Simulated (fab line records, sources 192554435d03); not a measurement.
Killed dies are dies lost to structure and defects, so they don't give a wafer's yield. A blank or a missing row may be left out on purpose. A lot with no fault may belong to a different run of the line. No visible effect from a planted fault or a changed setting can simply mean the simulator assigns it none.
Struck lot and sound lot, side by side || flow n5Finfet || 16 out of 1938 route steps
Sound: wafers L819.2, L819.4, L819.5. Struck: wafer L833.2; the same lot's L833.3 was not struck, so it is left out; see the end for the cause.
Order at every step that has rows: each side's tool, ch and its chambers, its first start. Under that, the readings that differ: sound wafers || struck wafers || difference of the means || sigmas: that difference in standard deviations of wafers without a fault.
alike: readings whose means differ by less than 2 such deviations, and words and numbers that are the same on both sides. not compared: withheld readings, readings that some wafer has no value for, bounds like >300 that may hide the same value, and numbers for which the record gives no deviation and whose values overlap.
A row with sigmas, a row that says differs or no value, or rows on one side alone: a step with any of these is where the two part. Numbers that have no deviation but don't overlap get no sigmas and don't part them. A reading missing from all wafers of one side parts the sides only when that side holds two or more wafers.

first, 6 steps without rows for these wafers: N5_BEOL_M2_COAT_22 (resist thk 30 nm); N5_BEOL_M2_EBR_24; N5_BEOL_M2_SOFTBAKE_23 (time 60 s); N5_BEOL_M2_EXPOSE_25 (exposes mask V1, defocus 5 nm); N5_BEOL_M2_PEB_26 (peb time 60 s); N5_BEOL_M2_DEVELOP_27 (develop time 30 s).
N5_BEOL_M2_CD_MEAS_28: target cd 26.2 nm, target cd y 24.1 nm.
  sound on cdSem-02 ch 0, day 7 09:25; struck on cdSem-01 ch 0, day 10 20:28
{"reading": "cdNm (nm)", "sound": "25.75 25.99 25.87", "struck": 26.50, "difference": "+0.63", "sigmas": "+3"}
N5_BEOL_M2_OVL_MEAS_29:
  sound on overlay-02 ch 0, day 7 09:26; struck on overlay-02 ch 0, day 10 20:31
  alike: V1_OVL
N5_BEOL_M2_INSPECT_30: inspects for defects (brightfield).
  sound: defectInspect-02 at day 7 09:30; struck: defectInspect-02 at day 10 20:34
  alike: rawDefectCount
N5_BEOL_M2_DESCUM_33: chemistry O2, time 7 s.
  sound on rieDiel-05 ch 1,2, day 7 09:32; struck on rieDiel-01 ch 0, day 10 20:35
  alike: biasPowerW, drypumpMotorCurrentA, oesProductAu, rfVppV, showerheadPlenumPTorr, throttleValvePct
  not compared: rfHoursCounterH
N5_BEOL_M2_ETCH_77: etches underlayer in N2/H2, target depth 6.5 nm, time 5.2 s.
  sound on rieDiel-05 ch 1,2, day 7 09:34; struck on rieDiel-01 ch 0, day 10 20:38
  alike: drypumpMotorCurrentA, etchRfOnTimeS, h2FlowSccm, oesProductAu, rfVppV, showerheadPlenumPTorr, throttleValvePct
  not compared: rfHoursCounterH
N5_BEOL_M2_ETCH_69: etches SiARC in CF4, target depth 15.6 nm, time 26 s.
  sound on rieDiel-05 ch 1,2, day 7 09:35; struck on rieDiel-01 ch 0, day 10 20:38
{"reading": "etchRfOnTimeS (s)", "sound": "25.6 25.4 24.4", "struck": 27.1, "difference": "+2.0", "sigmas": "+3"}
  alike: drypumpMotorCurrentA, oesProductAu, rfVppV, showerheadPlenumPTorr, throttleValvePct
  not compared: rfHoursCounterH
N5_BEOL_M2_ALD_98: deposits SiO2, target thk 2.5 nm, pulse time 1 s, co reactant pulse time 1 s.
  sound on aldSin-04 ch 0,2, day 7 10:07; struck on aldSin-04 ch 2, day 10 20:51
{"reading": "aldCycles", "sound": "17 17 17", "struck": 16, "difference": -1, "sigmas": ""}
  alike: heaterPowerW, precursorPulseHeightRel
N5_BEOL_M2_ETCHBACK_99: etches SiO2 in CHF3, target depth 5 nm, time 10.4 s.
  sound on rieDiel-03 ch 0,3, day 7 13:21; struck on rieDiel-05 ch 0, day 11 00:03
  alike: drypumpMotorCurrentA, oesProductAu, rfVppV, showerheadPlenumPTorr, throttleValvePct
  not compared: rfHoursCounterH
N5_BEOL_M4_RC_MEAS_101:
  sound on prober-01 ch 0, day 8 19:48; struck on prober-01 ch 0, day 12 17:35
  alike: DIBL_N, DIBL_P, IOFF_N, IOFF_P, ION_N, ION_P, SS_N, SS_P, VT_N, VT_P
-- record jumps: 5 days separate the struck wafers' starts on either side; left off in module BEOL_M4, taken up again in module PASSIVATION, whose first shown step is the route's number 1936 --
N5_PASSIVATION_PROBE_49:
  sound: prober-02 at day 13 01:10; struck: prober-01 at day 17 13:33
  alike: defectLimitedYield, killed_at_M0_to_M3, killed_at_M4_up, killedAtContacts, killedAtFrontEnd, killedAtOther, killedDies, killedOnRim, killedOpen, killedShort, sort_bin_4_leakage, sort_bin_5_function, sort_bin_6_memory, sortNPass, sortYieldPct

WHERE THEY PART
Last at N5_BEOL_M2_ETCH_69 as far as this record goes, first at N5_BEOL_M2_CD_MEAS_28. Later steps at which nothing parts them and some readings are alike: N5_BEOL_M2_ALD_98, N5_BEOL_M2_ETCHBACK_99, N5_BEOL_M4_RC_MEAS_101, N5_PASSIVATION_PROBE_49.

WHY: whatever the simulator had introduced
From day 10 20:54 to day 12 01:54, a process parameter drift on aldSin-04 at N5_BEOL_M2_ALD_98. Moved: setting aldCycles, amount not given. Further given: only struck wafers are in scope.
